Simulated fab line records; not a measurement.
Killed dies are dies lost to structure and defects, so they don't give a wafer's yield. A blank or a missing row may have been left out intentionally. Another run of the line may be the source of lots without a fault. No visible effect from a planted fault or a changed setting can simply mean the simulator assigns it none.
One fault seen from 2 desks    flow n5Finfet    what lay behind the numbers comes last; until then each desk has only its own

== METROLOGY DESK ==
What the gauges read for every lot (on any tool): the sampled wafers with a number, averaged. Marked OUT: a lot whose mean sits more than 4 standard deviations from the usual mean, which makes it out of limits; the brackets give that distance. Readings shown: 7 of its 10, picked as those furthest out on some lot.
Columns: A = DIBL_N at N5_BEOL_M4_RC_MEAS_101, usual 36.1 mV/V; B = IOFF_P at N5_BEOL_M4_RC_MEAS_101, usual 0.20 nA/um; C = ION_P at N5_BEOL_M4_RC_MEAS_101, usual 462 uA/um; D = SS_N at N5_BEOL_M4_RC_MEAS_101, usual 71.6 mV/dec; E = SS_P at N5_BEOL_M4_RC_MEAS_101, usual 73.2 mV/dec; F = VT_N at N5_BEOL_M4_RC_MEAS_101, usual 251 mV; G = VT_P at N5_BEOL_M4_RC_MEAS_101, usual -252 mV
lot   first seen here  A     B     C    D     E     F    G
L216  day 11 23:04     35.5  0.20  466  71.1  73.2  251  -251
L221  day 12 11:56     33.8  0.16  454  71.2  72.1  249  -256
L222  day 13 06:39     36.6  0.22  473  71.7  72.8  246  -247
L223  day 13 14:05     37.0  0.17  449  72.4  73.9  252  -259
L231  day 14 08:19     35.1  0.19  464  70.9  72.9  249  -250
This desk's verdict: no lot among the 5 shows anything out of limits.

== THE TOOL OWNER'S DESK: lithoTrack-05 ==
The tool's own readings at N5_MOL_CONTACT_COAG_COAT_77 (time 60 s, resist thk 10 nm): means of the sampled wafers that have a number, for each lot that ran on this tool. Marked OUT: a lot whose mean sits more than 4 standard deviations from the usual mean, which makes it out of limits; the brackets give that distance.
Columns: A = spinSpeedRpm at N5_MOL_CONTACT_COAG_COAT_77, usual 1499.9 rpm
lot   first seen here  A
L216  day 7 06:35      1500.5
L221  day 8 07:14      1534.9 (+38) OUT
L222  day 8 17:47      1535.0 (+39) OUT
L223  day 8 20:53      1533.6 (+37) OUT
This desk's finding: out of limits on L221, L222, L223; first on L221, day 8 07:14 (spinSpeedRpm at N5_MOL_CONTACT_COAG_COAT_77). L216: within limits.

== TAKEN TOGETHER ==
An alarm could have come from the tool owner's desk at day 8 07:14, on L221, L222, L223.
From the metrology desk's view, nothing was out of limits.
The metrology desk has L221, L222, L223 on record, within its limits.
Of the lots named, all ran N5_MOL_CONTACT_COAG_COAT_77 on lithoTrack-05.

== WHAT THE SIMULATOR PUT IN ==
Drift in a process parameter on lithoTrack-05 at N5_MOL_CONTACT_COAG_COAT_77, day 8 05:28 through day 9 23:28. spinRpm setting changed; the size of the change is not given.
Lots struck among those shown: L221, L222, L223.
Each desk's first reading out of limits, in hours after the fault started: the tool owner's desk, 2.
